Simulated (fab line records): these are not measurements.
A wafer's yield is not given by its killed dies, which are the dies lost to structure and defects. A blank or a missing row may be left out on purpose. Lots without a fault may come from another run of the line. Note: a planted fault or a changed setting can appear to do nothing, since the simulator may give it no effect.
Struck lot and sound lot, side by side :: flow nand_harc :: 13 out of 1159 route steps
Sound: the wafers L106.1, L106.3, L106.4. Struck: wafer L122.1. (L122.3, L122.4 of the same lot were not struck and are left out.) The cause comes at the end.
Each step with rows lists, per side, the tool, then ch with its chambers, then its first start. Under that, the readings that differ: sound wafers :: struck wafers :: difference of the means :: sigmas: that difference in standard deviations of wafers without a fault.
alike: same words and numbers on both sides, and readings whose means sit less than 2 such deviations apart. not compared: any withheld reading, any reading some wafer has no value for, any bound like >300 that may hide the same value, and any number with overlapping values for which the record gives no deviation.
A row with sigmas, a row that says differs or no value, or rows on one side alone: a step with any of these is where the two part. Numbers that have no deviation but don't overlap get no sigmas and don't part them. Lack of a reading on every wafer of one side parts them only where that side has two or more wafers.

first, 3 steps without rows for these wafers: NHARC_A_STAIRCASE_PEB_07 (peb time 130 s); NHARC_A_STAIRCASE_DEVELOP_08 (time 140 s); NHARC_A_STAIRCASE_HARDBAKE_10 (time 140 s).
NHARC_A_STAIRCASE_DESCUM_11: chemistry O2, time 3 s.
  sound on rie_diel-01 ch 0,1, day 12 09:36; struck on rie_diel-02 ch 1, day 16 06:03
  alike: chamber_pressure_mTorr, drypump_motor_current_A, oes_product_au, rf_vpp_V, showerhead_plenum_p_Torr, throttle_valve_pct
  not compared: rf_hours_counter_h
NHARC_A_STAIRCASE_TRIM_12: chemistry O2, time 211.2 s.
  sound on rie_diel-01 ch 1,2, day 12 09:44; struck on rie_diel-02 ch 0, day 16 06:09
reading: oes_product_au (a.u.)
sound: 1.020 1.022 1.019
struck: 0.990
difference: -0.030
sigmas: -2

reading: showerhead_plenum_p_Torr (Torr)
sound: 3.59 3.78 3.59
struck: 3.29
difference: -0.36
sigmas: -2
  alike: chamber_pressure_mTorr, drypump_motor_current_A, rf_vpp_V, throttle_valve_pct
  not compared: rf_hours_counter_h
NHARC_A_STAIRCASE_ETCH_13: etches the open film in C4F8/O2, target depth 100 nm, time 40.5 s.
  sound: rie_diel-01 ch 0,1,2; struck: rie_diel-02 ch 0
reading: rf_vpp_V (V)
sound: 899 905 898
struck: 887
difference: -14
sigmas: -2
  alike: chamber_pressure_mTorr, oes_product_au
  not compared: rf_hours_counter_h
NHARC_A_STAIRCASE_TRIM_14: chemistry O2, time 211.2 s.
  sound: rie_diel-01 ch 0,1,2; struck: rie_diel-02 ch 0
reading: showerhead_plenum_p_Torr (Torr)
sound: 3.62 3.59 3.78
struck: 3.29
difference: -0.37
sigmas: -2
  alike: chamber_pressure_mTorr, drypump_motor_current_A, oes_product_au, rf_vpp_V, throttle_valve_pct
  not compared: rf_hours_counter_h
then, 3 steps without rows for these wafers: NHARC_A_STAIRCASE_ETCH_15 (etches the open film in C4F8/O2, target depth 100 nm, time 40.5 s); NHARC_A_STAIRCASE_TRIM_16 (chemistry O2, time 211.2 s); NHARC_A_STAIRCASE_ETCH_17 (etches the open film in C4F8/O2, target depth 100 nm, time 40.5 s).
NHARC_A_STAIRCASE_TRIM_18: chemistry O2, time 211.2 s.
  sound: rie_diel-01 ch 1,2; struck: rie_diel-02 ch 2
  alike: chamber_pressure_mTorr, drypump_motor_current_A, oes_product_au, rf_vpp_V, showerhead_plenum_p_Torr, throttle_valve_pct
  not compared: rf_hours_counter_h
NHARC_A_STAIRCASE_ETCH_19: etches the open film in C4F8/O2, target depth 100 nm, time 40.5 s.
  sound on rie_diel-01 ch 0,1,2, day 12 10:53; struck on rie_diel-02 ch 0, day 16 07:08
reading: oes_product_au (a.u.)
sound: 0.959 0.963 0.947
struck: 1.145
difference: +0.189
sigmas: +15

reading: rf_vpp_V (V)
sound: 898 904 899
struck: 886
difference: -14
sigmas: -2
  alike: chamber_pressure_mTorr
  not compared: rf_hours_counter_h
-- break in the record here, with 8 days between the starts of the struck wafers on either side (left off in module A_STAIRCASE, picked up again in module END, where the first step shown is number 1159 on the route) --
NHARC_END_SORT_01:
  only the struck wafers appear in the record here, on prober-02 ch 0 at day 24 12:10; the sound ones have no rows

== WHERE THEY PART ==
First at NHARC_A_STAIRCASE_TRIM_12; last, within this record, at NHARC_END_SORT_01.

WHY: the cause the simulator had injected
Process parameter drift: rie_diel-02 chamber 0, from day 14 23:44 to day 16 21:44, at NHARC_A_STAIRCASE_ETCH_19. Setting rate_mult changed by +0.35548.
